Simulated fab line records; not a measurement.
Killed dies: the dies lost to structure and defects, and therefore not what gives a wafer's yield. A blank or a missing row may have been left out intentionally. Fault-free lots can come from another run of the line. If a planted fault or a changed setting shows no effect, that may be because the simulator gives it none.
2 desks, one fault | flow n5Finfet | each desk has only its own numbers; what lay behind them comes last

## FROM THE METROLOGY DESK
Lot by lot, what the gauges showed, no matter which tool ran the lot: averages of those sampled wafers that carry a number. The brackets show how far a lot's mean lies from the usual mean; more than 4 standard deviations puts the lot out of limits, marked OUT. Of its 10 readings 7 are shown: those that lie furthest out on some lot.
Columns: A = DIBL_N at N5_BEOL_M4_RC_MEAS_101, usual 36.1 mV/V; B = DIBL_P at N5_BEOL_M4_RC_MEAS_101, usual 36.3 mV/V; C = IOFF_N at N5_BEOL_M4_RC_MEAS_101, usual 0.15 nA/um; D = IOFF_P at N5_BEOL_M4_RC_MEAS_101, usual 0.21 nA/um; E = ION_N at N5_BEOL_M4_RC_MEAS_101, usual 672 uA/um; F = SS_N at N5_BEOL_M4_RC_MEAS_101, usual 71.5 mV/dec; G = SS_P at N5_BEOL_M4_RC_MEAS_101, usual 73.2 mV/dec
lot  | first seen here | A    | B    | C    | D    | E   | F    | G
L865 | day 8 06:00     | 38.2 | 39.3 | 0.20 | 0.24 | 696 | 72.1 | 73.8
L864 | day 8 06:25     | 35.5 | 35.6 | 0.14 | 0.21 | 672 | 71.0 | 73.3
L868 | day 9 04:03     | 35.7 | 37.3 | 0.15 | 0.22 | 665 | 71.6 | 73.1
L875 | day 10 23:50    | 37.0 | 37.8 | 0.18 | 0.26 | 687 | 72.4 | 73.8
L876 | day 11 06:01    | 36.7 | 36.2 | 0.18 | 0.23 | 685 | 71.5 | 73.1
L879 | day 11 23:55    | 36.4 | 36.3 | 0.17 | 0.24 | 677 | 71.4 | 72.8
L880 | day 12 12:00    | 35.4 | 35.1 | 0.15 | 0.21 | 670 | 71.9 | 73.1
L882 | day 12 20:33    | 41.1 | 42.0 | 0.23 | 0.29 | 688 | 72.7 | 74.8
L885 | day 13 18:46    | 34.6 | 34.5 | 0.14 | 0.20 | 663 | 71.4 | 72.6
Result from this desk: across the 9 lots, nothing is out of limits.

## DESK OF THE TOOL OWNER: lithoTrack-03
The tool's own readings at N5_HKMG_FIN_COAT_85 (time 60 s, resist thk 300 nm): means of the sampled wafers that have a number, for each lot that ran on this tool. The brackets show how far a lot's mean lies from the usual mean; more than 4 standard deviations puts the lot out of limits, marked OUT.
Columns: A = spinSpeedRpm at N5_HKMG_FIN_COAT_85, usual 1499.8 rpm
lot  | first seen here | A
L865 | day 4 09:16     | 1499.5
L868 | day 5 05:13     | 1499.3
L875 | day 7 01:31     | 1460.9 (-40) OUT
L876 | day 7 09:05     | 1460.7 (-40) OUT
This desk finds L875, L876 out of limits, L875 being first, at day 7 01:31 (spinSpeedRpm at N5_HKMG_FIN_COAT_85). In limits: L865, L868.

## ALL TOGETHER
The tool owner's desk could have raised an alarm at day 7 01:31, on L875, L876.
From the metrology desk's view, nothing was out of limits.
The metrology desk holds a record of L875, L876, inside its limits.
All the named lots went through N5_HKMG_FIN_COAT_85 on lithoTrack-03.

## WHAT WAS PUT IN BY THE SIMULATOR
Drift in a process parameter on lithoTrack-03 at N5_HKMG_FIN_COAT_85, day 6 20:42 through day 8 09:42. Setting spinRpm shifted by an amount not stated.
Lots struck among those shown: L875, L876.
Hours from the fault's start to each desk's first reading out of limits: the tool owner's desk, 5.
